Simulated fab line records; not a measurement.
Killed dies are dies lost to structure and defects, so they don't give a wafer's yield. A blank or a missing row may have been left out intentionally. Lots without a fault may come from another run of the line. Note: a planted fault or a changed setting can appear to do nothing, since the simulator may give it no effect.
fab line records	flow nandHarc	part 1 of 2: steps 1 to 24 of 34
[record] lots = 5	wafers = 15	lastDay = 32
route steps=1302 shown A_SGD_CUT@917 A_SLIT@922 A_SIN_REMOVE@947
lots untouched by any fault: they come from a run of this same line in which no faults occurred
startH: the number of hours between the record's first day and the start of the first shown wafer of the lot	waitH: how many hours have passed since the lot's step before this one	" repeats the value in the row above	L1.1+2: a single row standing in for several wafers	- value missing, or start not given	* or withheld: withheld	< > ~ a bound
route shown NAME@n: NAME is a module with steps in the file, n the number in the route of the first one	usual: average and standard deviation across the fault-free wafers	same: alike in all rows	chamber/n: place in a boat	sites: each site's reading	_std_site: standard deviation of those values	_edge_site: the outer-site mean with the inner-site mean subtracted	radiusMm: how far each site lies from the wafer's centre	mask NAME#n: copy n	behind: tool/chamber where the wafer was last shaped	hold: cause of the lot's hold/its duration in hours/its outcome	device: the transistor (n, p or np) that didn't switch	end of line: at the end of the route, the tests of the same wafers	for a step that has no rows: nothing shown but its recipe	killed: count of dies lost to structure and defects at first sort (not the wafer's yield)	map: a wafer's dies, x killed, . not, _ none there
set.NAME: the setting that was run; set.NAME@STEP: the one run at that earlier step	model.NAME: the simulator's own value behind a step, which no gauge read
certain route steps with their lots: each step a table, each wafer a row
services: when a tool's chamber went out of use (startH, in hours from the record's first day, below 0 if earlier), for how many hours, and the reason
[[steps]]
[step NHARC_A_SGD_CUT_SRD_23]
lot.wafer	tool	chamber	startH	waitH
L075.3+2+6	wetBench-05	1,2,4	454.78	0.0
L076.4+6+2	wetBench-05	3,4,0	472.10	0.0
L078.2+1+3	wetBench-09	6,0,1	472.10	0.0
L082.4+1+3	wetBench-04	4,6,7	537.34	0.0
L094.5+3+1	wetBench-09	0,1,2	643.79	0.0
[step NHARC_A_SGD_CUT_ETCH_26]
[recipe] targetDepthA = 458	chemistry = dHF	material = SiO2
lot.wafer	tool	chamber	startH	waitH
L075.3+2+6	wetBench-05	1,2,4	454.81	0.0
L076.4+6+2	wetBench-05	3,4,0	472.12	0.0
L078.2+1+3	wetBench-09	6,0,1	472.13	0.0
L082.4+1+3	wetBench-04	4,6,7	537.36	0.0
L094.5+3+1	wetBench-09	0,1,2	643.81	0.0
[step NHARC_A_SGD_CUT_ETCHBACK_24]
[recipe] targetDepthA = 500	overEtchFrac = 0.3	timeS = 92.857	ionEnergyEv = 120	ch3fFlowSccm = 50	o2FlowSccm = 30	arFlowSccm = 200	rfW = 500	biasW = 100	chemistry = CH3F/O2
[usual] drypumpMotorCurrentA = 6.1/0.41	oesProductAu = 0.97/0.036	rfVppV = 244.0/1.6	showerheadPlenumPTorr = 2.44/0.11	throttleValvePct = 20.662/0.0092
[same] overEtchFrac = 0.3
lot.wafer	tool	chamber	startH	waitH	drypumpMotorCurrentA	oesProductAu	rfHoursCounterH	rfVppV	showerheadPlenumPTorr	throttleValvePct
L075.2	rieDiel-12	0	454.96	0.1	6.5	1.00	0	241.5	2.29	20.656
L075.3	"	3	"	"	6.4	1.00	0	247.4	2.64	20.677
L075.6	"	0	"	"	6.4	1.00	-	242.3	2.30	20.664
L078.2	rieDiel-12	0	472.28	0.1	6.5	1.00	1	241.0	2.29	20.663
L078.1	"	2	"	"	5.2	1.00	1	246.2	2.62	20.672
L078.3	"	3	"	"	6.4	1.00	1	247.0	2.64	20.652
L076.2	rieDiel-02	3	472.28	0.1	6.1	0.99	4	243.5	2.35	20.668
L076.4	"	1	"	"	5.8	0.99	6	243.9	2.42	20.654
L076.6	"	0	"	"	6.6	1.00	-	243.7	2.44	20.657
L082.3	rieDiel-12	3	537.51	0.1	6.4	1.00	3	245.6	2.64	20.672
L082.4	"	0	"	"	6.5	0.98	3	242.1	2.29	20.653
L082.1	"	1	"	"	6.6	1.00	2	246.8	2.57	20.661
L094.3	rieDiel-12	3	643.97	0.1	6.4	0.93	1	245.4	2.64	20.662
L094.1	"	2	"	"	5.2	0.91	1	246.1	2.61	20.656
L094.5	"	3	"	"	6.4	0.92	-	246.8	2.64	20.657
[step NHARC_A_SGD_CUT_STRIP_28]
[recipe] timeS = 20	o2FlowSccm = 500	arFlowSccm = 0	biasW = 0	chemistry = O2
[usual] drypumpMotorCurrentA = 6.1/0.42	oesProductAu = 0.996/0.01	rfVppV = 57.9/0.96	showerheadPlenumPTorr = 3.51/0.16	throttleValvePct = 17.035/0.0097
lot.wafer	tool	chamber	startH	waitH	drypumpMotorCurrentA	oesProductAu	rfHoursCounterH	rfVppV	showerheadPlenumPTorr	throttleValvePct
L075.2	rieDiel-12	1	-	-	6.6	1.012	0	59.2	3.68	17.034
L075.3	"	2	"	"	5.2	1.001	0	58.5	3.75	17.056
L075.6	"	2	"	"	5.2	0.996	-	59.4	3.75	17.025
L076.2	rieDiel-02	1	-	-	5.7	0.996	6	58.7	3.47	17.054
L076.4	"	0	"	"	6.6	1.009	5	57.6	3.50	17.025
L076.6	"	2	"	"	6.3	0.997	-	59.8	3.58	17.043
L078.1	rieDiel-12	3	472.45	0.1	6.4	1.010	1	58.9	3.78	17.030
L078.2	"	0	"	"	6.5	1.007	1	56.6	3.30	17.046
L078.3	"	2	"	"	5.2	1.005	1	59.5	3.75	17.019
L082.4	rieDiel-12	2	-	-	5.2	1.010	3	57.3	3.75	17.039
L082.3	"	3	"	"	6.4	1.007	3	58.7	3.78	17.037
L082.1	"	0	"	"	6.5	0.992	3	57.2	3.30	17.035
L094.3	rieDiel-12	3	-	-	6.4	0.998	1	59.4	3.78	17.027
L094.1	"	2	"	"	5.2	0.998	1	58.4	3.74	17.034
L094.5	"	0	"	"	6.5	1.003	-	56.4	3.30	17.045
[step NHARC_A_SGD_CUT_INSPECT_25]
[usual] rawDefectCount = 351/63
lot.wafer	tool	chamber	startH	waitH	rawDefectCount
L075.2	defectInspect-02	-	455.20	-	331
L075.3	"	-	"	"	303
L075.6	"	-	"	"	271
L076.2	defectInspect-02	-	472.52	-	296
L076.4	"	-	"	"	368
L076.6	"	-	"	"	348
L078.1	defectInspect-01	-	472.56	-	398
L078.2	"	-	"	"	454
L078.3	"	-	"	"	452
L082.1	defectInspect-02	-	537.75	-	348
L082.3	"	-	"	"	246
L082.4	"	-	"	"	327
L094.1	defectInspect-01	-	644.21	-	329
L094.3	"	-	"	"	248
L094.5	"	-	"	"	492
[step NHARC_A_SLIT_DEP_25]
[recipe] targetThkA = 2000	tempC = 400	pressureTorr = 6.5	rfW = 900	teosFlowSccm = 161.4	flowSccm = 2650	targetThkNm = 200	gas = O2	material = SiO2
[usual] heaterPowerW = 537/57	throttleValvePct = 15.8/0.5
lot.wafer	tool	chamber	startH	waitH	heaterPowerW	sinceWetCleanH	throttleValvePct
L075.3	pecvd-02	2	455.33	0.1	561	34	15.6
L075.2	"	1	"	"	497	34	16.7
L075.6	"	0	"	"	408	-	15.0
L078.2	pecvd-01	2	472.63	0.1	580	149	15.7
L078.3	"	0	"	"	533	149	15.4
L078.1	"	1	"	"	559	149	16.6
L076.2	pecvd-04	0	472.67	0.1	570	10	15.9
L076.4	"	1	"	"	559	-	15.6
L076.6	"	2	"	"	495	-	15.5
L082.1	pecvd-02	0	537.82	0.1	485	117	15.0
L082.3	"	2	"	"	608	117	15.6
L082.4	"	1	"	"	503	-	17.1
L094.3	pecvd-01	1	644.28	0.1	500	139	16.7
L094.1	"	0	"	"	606	139	15.6
L094.5	"	2	"	"	547	-	16.0
[step NHARC_A_SLIT_DEP_00]
[recipe] targetThkA = 62000	tempC = 400	material = aC
[usual] throttleValvePct = 35.000/0.0092
lot.wafer	tool	chamber	startH	waitH	throttleValvePct
L075.2	aclDep-01	0	457.98	-	35.007
L075.3	"	0	"	"	35.013
L075.6	"	0	460.48	-	35.016
L078.1	aclDep-02	0	472.97	-	34.985
L078.2	"	0	"	"	34.986
L078.3	"	0	"	"	34.986
L076.2	aclDep-03	0	473.56	-	34.996
L076.4	"	0	474.82	-	35.011
L076.6	"	0	476.08	-	35.007
L082.1	aclDep-02	0	538.16	-	35.018
L082.3	"	0	539.42	-	35.009
L082.4	"	0	"	"	35.003
L094.1	aclDep-03	0	644.61	-	34.990
L094.3	"	0	645.87	-	35.000
L094.5	"	0	647.13	-	34.997
[step NHARC_A_SLIT_DEP_23]
[recipe] targetThkA = 1000	targetThkNm = 100	tempC = 400	pressureTorr = 3.5	flowSccm = 200	rfW = 350	material = SiON
[usual] heaterPowerW = 718/54
lot.wafer	tool	chamber	startH	waitH	heaterPowerW	sinceWetCleanH
L075.2	pecvd-02	2	461.23	2.6	731	40
L075.3	"	0	"	"	644	40
L075.6	"	1	"	"	707	-
L076.2	pecvd-02	1	476.74	2.5	699	56
L076.4	"	1	"	"	701	-
L076.6	"	2	"	"	776	-
L078.1	pecvd-01	1	476.79	3.2	669	153
L078.3	"	2	"	"	626	153
L078.2	"	0	"	"	728	153
L082.3	pecvd-01	2	541.96	1.9	710	37
L082.1	"	1	"	"	737	37
L082.4	"	2	"	"	743	-
L094.3	pecvd-02	0	648.46	2.0	700	46
L094.1	"	2	"	"	811	46
L094.5	"	1	"	"	705	-
[step NHARC_A_SLIT_DEHYDRATE_01]
[recipe] tempC = 150	timeS = 120
lot.wafer	tool	chamber	startH	waitH
L075.2+3+6	lithoTrack-01	0	461.50	0.2
L076.2+4+6	lithoTrack-01	0	477.01	0.2
L078.1+2+3	lithoTrack-04	0	477.06	0.2
L082.1+3+4	lithoTrack-04	0	542.23	0.2
L094.1+3+5	lithoTrack-01	0	648.73	0.2
[step NHARC_A_SLIT_HMDS_02]
[recipe] timeS = 30
lot.wafer	tool	chamber	startH	waitH
L075.2+3+6	lithoTrack-01	0	-	-
L076.2+4+6	lithoTrack-01	0	-	-
L078.1+2+3	lithoTrack-04	0	-	-
L082.1+3+4	lithoTrack-04	0	-	-
L094.1+3+5	lithoTrack-01	0	-	-
[step NHARC_A_SLIT_COAT_03]
[recipe] spinRpm = 1500	resistThkNm = 90
lot.wafer	tool	chamber	startH	waitH
L075.2+3+6	lithoTrack-01	0	-	-
L076.2+4+6	lithoTrack-01	0	-	-
L078.1+2+3	lithoTrack-04	0	-	-
L082.1+3+4	lithoTrack-04	0	-	-
L094.1+3+5	lithoTrack-01	0	-	-
[step NHARC_A_SLIT_SOFTBAKE_04]
[recipe] tempC = 105	timeS = 55
lot.wafer	tool	chamber	startH	waitH
L075.2+3+6	lithoTrack-01	0	-	-
L076.2+4+6	lithoTrack-01	0	-	-
L078.1+2+3	lithoTrack-04	0	-	-
L082.1+3+4	lithoTrack-04	0	-	-
L094.1+3+5	lithoTrack-01	0	-	-
[step NHARC_A_SLIT_EBR_05]
lot.wafer	tool	chamber	startH	waitH
L075.2+3+6	lithoTrack-01	0	-	-
L076.2+4+6	lithoTrack-01	0	-	-
L078.1+2+3	lithoTrack-04	0	-	-
L082.1+3+4	lithoTrack-04	0	-	-
L094.1+3+5	lithoTrack-01	0	-	-
[step NHARC_A_SLIT_EXPOSE_06]
[recipe] na = 1.35	doseMj = 60.82	maskId = SLIT
lot.wafer	tool	chamber	startH	waitH	mask
L075.2+3+6	arfiScanner-01	0	461.65	-	SLIT#0
L076.2+4+6	arfiScanner-01	0	477.28	-	SLIT#0
L078.1+2+3	arfiScanner-02	0	477.43	-	SLIT#0
L082.1+3+4	arfiScanner-02	0	542.50	-	SLIT#0
L094.1+3+5	arfiScanner-03	0	649.00	-	SLIT#0
[step NHARC_A_SLIT_PEB_07]
[recipe] pebTempC = 100	pebTimeS = 65
lot.wafer	tool	chamber	startH	waitH
L075.2+3+6	lithoTrack-06	0	461.71	0.1
L076.2+4+6	lithoTrack-04	0	477.33	0.1
L078.1+2+3	lithoTrack-06	0	477.49	0.1
L082.1+3+4	lithoTrack-04	0	542.56	0.1
L094.1+3+5	lithoTrack-04	0	649.07	0.1
[step NHARC_A_SLIT_DEVELOP_08]
[recipe] developTimeS = 35	devTempC = 23
lot.wafer	tool	chamber	startH	waitH
L075.2+3+6	lithoTrack-06	0	-	-
L076.2+4+6	lithoTrack-04	0	-	-
L078.1+2+3	lithoTrack-06	0	-	-
L082.1+3+4	lithoTrack-04	0	-	-
L094.1+3+5	lithoTrack-04	0	-	-
[step NHARC_A_SLIT_CD_MEAS_09]
[recipe] targetCdNm = 300	landingEnergyEv = 500
[usual] cdNm = 299.5/0.57
lot.wafer	tool	chamber	startH	waitH	cdNm
L075.2	cdSem-01	0	461.79	-	299.9
L075.3	"	0	"	"	299.9
L075.6	"	0	"	"	300.4
L076.2	cdSem-03	0	477.42	-	299.0
L076.4	"	0	"	"	298.3
L076.6	"	0	"	"	298.5
L078.1	cdSem-02	0	477.57	-	299.7
L078.2	"	0	"	"	299.8
L078.3	"	0	"	"	300.2
L082.1	cdSem-02	0	542.64	-	299.5
L082.3	"	0	"	"	299.1
L082.4	"	0	"	"	298.8
L094.1	cdSem-02	0	649.14	-	298.9
L094.3	"	0	"	"	299.3
L094.5	"	0	"	"	299.9
[step NHARC_A_SLIT_OVL_MEAS_10]
[usual] overlayXNm = 0.2/0.78	overlayYNm = 0.1/0.89
lot.wafer	tool	chamber	startH	waitH	overlayXNm	overlayYNm
L075.2	overlay-02	-	461.87	-	-1.5	0.3
L075.3	"	-	"	"	-0.5	0.8
L075.6	"	-	"	"	-0.6	0.3
L076.2	overlay-02	-	477.50	-	0.8	0.7
L076.4	"	-	"	"	1.5	0.7
L076.6	"	-	"	"	1.9	0.9
L078.1	overlay-01	-	477.66	-	-0.2	0.5
L078.2	"	-	"	"	-0.4	1.0
L078.3	"	-	"	"	-0.4	-0.1
L082.1	overlay-02	-	542.73	-	0.3	0.7
L082.3	"	-	"	"	0.2	1.1
L082.4	"	-	"	"	0.0	0.5
L094.1	overlay-02	-	649.23	-	0.4	0.7
L094.3	"	-	"	"	0.8	1.3
L094.5	"	-	"	"	0.0	1.9
[step NHARC_A_SLIT_INSPECT_11]
[usual] rawDefectCount = 60/31
lot.wafer	tool	chamber	startH	waitH	rawDefectCount
L075.2	defectInspect-02	-	461.91	0.0	26
L075.3	"	-	"	"	24
L075.6	"	-	"	"	23
L076.2	defectInspect-01	-	477.54	0.0	67
L076.4	"	-	"	"	79
L076.6	"	-	"	"	74
L078.1	defectInspect-01	-	477.69	0.0	120
L078.2	"	-	"	"	113
L078.3	"	-	"	"	112
L082.1	defectInspect-01	-	542.77	0.0	25
L082.3	"	-	"	"	27
L082.4	"	-	"	"	27
L094.1	defectInspect-01	-	649.27	0.0	41
L094.3	"	-	"	"	32
L094.5	"	-	"	"	32
[step NHARC_A_SLIT_DESCUM_14]
[recipe] timeS = 3	o2FlowSccm = 200	arFlowSccm = 0	biasPowerW = 0	chemistry = O2
[usual] drypumpMotorCurrentA = 5.7/0.48	oesProductAu = 1.003/0.011	rfVppV = 57.7/0.92	showerheadPlenumPTorr = 1.91/0.081	throttleValvePct = 11.311/0.0094
lot.wafer	tool	chamber	startH	waitH	drypumpMotorCurrentA	oesProductAu	rfHoursCounterH	rfVppV	showerheadPlenumPTorr	throttleValvePct
L075.2	rieDiel-06	0	461.97	0.1	5.3	1.007	9	58.4	1.87	11.313
L075.3	"	3	"	"	5.9	0.999	10	59.5	1.84	11.312
L075.6	"	0	"	"	5.3	1.000	-	56.6	1.87	11.316
L076.2	rieDiel-06	0	477.60	0.1	5.3	1.003	11	58.2	1.87	11.297
L076.4	"	2	"	"	6.1	0.994	10	58.0	1.80	11.325
L076.6	"	0	"	"	5.3	1.002	-	59.5	1.87	11.317
L078.3	rieDiel-10	1	477.76	0.1	5.8	0.996	1	56.7	1.82	11.302
L078.2	"	2	"	"	5.7	1.002	4	57.0	1.95	11.319
L078.1	"	3	"	"	5.5	0.994	3	58.1	2.03	11.323
L082.1	rieDiel-06	1	542.83	0.1	6.2	1.018	2	56.7	1.97	11.310
L082.3	"	0	"	"	5.3	0.999	2	59.1	1.87	11.314
L082.4	"	3	"	"	5.9	1.027	-	58.7	1.84	11.307
L094.3	rieDiel-10	3	649.33	0.1	5.5	1.012	2	59.0	2.03	11.324
L094.1	"	1	"	"	5.9	0.992	2	56.3	1.81	11.315
L094.5	"	3	"	"	5.5	1.012	-	58.0	2.03	11.321
[step NHARC_A_SLIT_ETCH_24]
[recipe] targetDepthA = 1210	timeS = 60.5	cf4FlowSccm = 100	chf3FlowSccm = 30	arFlowSccm = 0	rfW = 500	biasW = 200	chemistry = CF4/CHF3
[usual] drypumpMotorCurrentA = 5.8/0.47	oesProductAu = 0.957/0.025	rfVppV = 370.5/2.3	showerheadPlenumPTorr = 1.57/0.063	throttleValvePct = 16.803/0.0082
lot.wafer	tool	chamber	startH	waitH	drypumpMotorCurrentA	oesProductAu	rfHoursCounterH	rfVppV	showerheadPlenumPTorr	throttleValvePct
L075.3	rieDiel-06	3	462.06	0.1	5.9	0.989	10	367.6	1.52	16.790
L075.2	"	1	"	"	6.2	0.963	9	371.4	1.62	16.804
L075.6	"	2	"	"	6.1	0.974	-	367.3	1.48	16.807
L076.2	rieDiel-06	2	477.68	0.1	6.1	0.912	10	367.1	1.48	16.813
L076.4	"	1	"	"	6.2	0.920	10	370.2	1.62	16.794
L076.6	"	2	"	"	6.1	0.920	-	365.4	1.49	16.810
L078.1	rieDiel-10	0	477.84	0.1	6.4	0.922	3	371.1	1.63	16.795
L078.3	"	1	"	"	5.8	0.918	1	369.5	1.50	16.810
L078.2	"	2	"	"	5.8	0.925	4	370.6	1.60	16.801
L082.3	rieDiel-06	1	542.93	0.1	6.3	0.930	2	372.8	1.62	16.804
L082.1	"	0	"	"	5.3	0.924	2	369.7	1.54	16.809
L082.4	"	0	"	"	5.3	0.926	-	370.1	1.54	16.806
L094.3	rieDiel-10	0	649.43	0.1	6.3	0.988	0	374.3	1.63	16.801
L094.1	"	2	"	"	5.7	0.967	2	371.8	1.60	16.819
L094.5	"	1	"	"	5.9	0.971	-	367.7	1.50	16.803
[step NHARC_A_SLIT_ETCH_15]
[recipe] targetDepthA = 62000	overEtchFrac = 0.3	timeS = 1612	ionEnergyEv = 150	o2FlowSccm = 400	cosFlowSccm = 20	arFlowSccm = 0	rfW = 500	biasW = 300	chemistry = O2/COS
[usual] drypumpMotorCurrentA = 5.8/0.48	oesProductAu = 1.002/0.01	rfVppV = 314.2/1.8	showerheadPlenumPTorr = 3.12/0.12	throttleValvePct = 28.330/0.0091
[same] overEtchFrac = 0.3
lot.wafer	tool	chamber	startH	waitH	drypumpMotorCurrentA	oesProductAu	rfHoursCounterH	rfVppV	showerheadPlenumPTorr	throttleValvePct
L075.2	rieDiel-06	0	-	-	5.3	0.998	10	313.3	3.06	28.311
L075.3	"	2	"	"	6.1	0.991	9	311.0	2.95	28.325
L075.6	"	0	"	"	5.3	0.997	-	311.9	3.06	28.341
L076.2	rieDiel-06	1	-	-	6.2	0.996	10	314.9	3.21	28.321
L076.4	"	3	"	"	5.9	1.002	11	313.3	3.01	28.338
L076.6	"	1	"	"	6.2	0.992	-	315.3	3.21	28.323
L078.3	rieDiel-10	1	-	-	5.8	0.994	1	310.8	2.97	28.331
L078.1	"	2	"	"	5.8	1.009	4	314.4	3.18	28.335
L078.2	"	0	"	"	6.3	0.998	3	316.4	3.24	28.333
L082.1	rieDiel-06	1	-	-	6.3	1.004	3	314.8	3.20	28.341
L082.3	"	3	"	"	5.9	1.017	3	313.3	3.01	28.323
L082.4	"	1	"	"	6.3	1.009	-	315.5	3.20	28.330
L094.3	rieDiel-10	2	-	-	5.8	1.007	2	315.1	3.18	28.332
L094.1	"	3	"	"	5.5	1.020	2	317.8	3.29	28.332
L094.5	"	2	"	"	5.8	1.016	-	314.8	3.18	28.335
[step NHARC_A_SLIT_ETCH_17]
[recipe] biasV = 900	sourceW = withheld	pressureMtorr = 20	arFlowSccm = 375	c4f8FlowSccm = 83.3	o2FlowSccm = 41.7	timeS = 4254.5	targetDepthA = 2.03e+05	chemistry = C4F8/O2/Ar
[usual] drypumpMotorCurrentA = 5.8/0.66	showerheadPlenumPTorr = 3.71/0.11	throttleValvePct = 32.045/0.0087
lot.wafer	tool	chamber	startH	waitH	drypumpMotorCurrentA	rfHoursCounterH	showerheadPlenumPTorr	throttleValvePct
L075.2	harEtch-01	0	463.42	-	5.1	254	3.65	32.042
L075.3	"	0	464.61	-	5.1	-	3.65	32.053
L075.6	"	1	466.40	-	5.9	-	3.65	32.041
L076.2	harEtch-01	1	479.44	-	5.9	261	3.64	32.051
L076.4	"	0	"	"	5.1	-	3.65	32.048
L076.6	"	1	481.83	-	5.9	-	3.64	32.032
L078.2	harEtch-02	1	480.39	-	5.3	46	3.91	32.045
L078.1	"	0	"	"	6.7	46	3.69	32.040
L078.3	"	1	"	"	5.3	-	3.91	32.032
L082.1	harEtch-02	1	544.34	-	5.3	84	3.89	32.058
L082.4	"	1	545.55	-	5.4	-	3.89	32.042
L082.3	"	0	"	"	6.7	-	3.67	32.048
L094.1	harEtch-02	1	650.60	-	5.3	145	3.86	32.054
L094.3	"	1	651.81	-	5.3	-	3.86	32.059
L094.5	"	1	653.02	-	5.3	-	3.86	32.033
[step NHARC_A_SLIT_ETCH_26]
[recipe] biasV = 400	sourceW = 2000	pressureMtorr = 25	timeS = 90	arFlowSccm = 375	c4f8FlowSccm = 41.7	o2FlowSccm = 83.3	targetDepthA = 4000	chemistry = C4F8/O2/Ar
[usual] drypumpMotorCurrentA = 5.8/0.66	showerheadPlenumPTorr = 3.75/0.12	throttleValvePct = 27.619/0.0094
lot.wafer	tool	chamber	startH	waitH	drypumpMotorCurrentA	rfHoursCounterH	showerheadPlenumPTorr	throttleValvePct
L075.2	harEtch-01	0	466.99	3.0	5.1	257	3.68	27.623
L075.3	"	0	"	"	5.1	-	3.68	27.601
L075.6	"	1	"	"	5.9	-	3.68	27.617
L076.2	harEtch-01	1	482.46	2.4	6.0	264	3.67	27.607
L076.4	"	0	"	"	5.1	-	3.67	27.624
L076.6	"	1	"	"	5.9	-	3.67	27.628
L078.2	harEtch-02	1	484.08	3.1	5.3	49	3.95	27.604
L078.1	"	0	"	"	6.7	49	3.72	27.617
L078.3	"	1	"	"	5.3	-	3.95	27.626
L082.1	harEtch-02	1	547.96	3.0	5.3	87	3.93	27.617
L082.4	"	1	"	"	5.3	-	3.93	27.625
L082.3	"	0	"	"	6.7	-	3.70	27.610
L094.1	harEtch-02	1	654.23	3.0	5.3	148	3.89	27.609
L094.3	"	1	"	"	5.3	-	3.89	27.612
L094.5	"	1	"	"	5.3	-	3.89	27.625
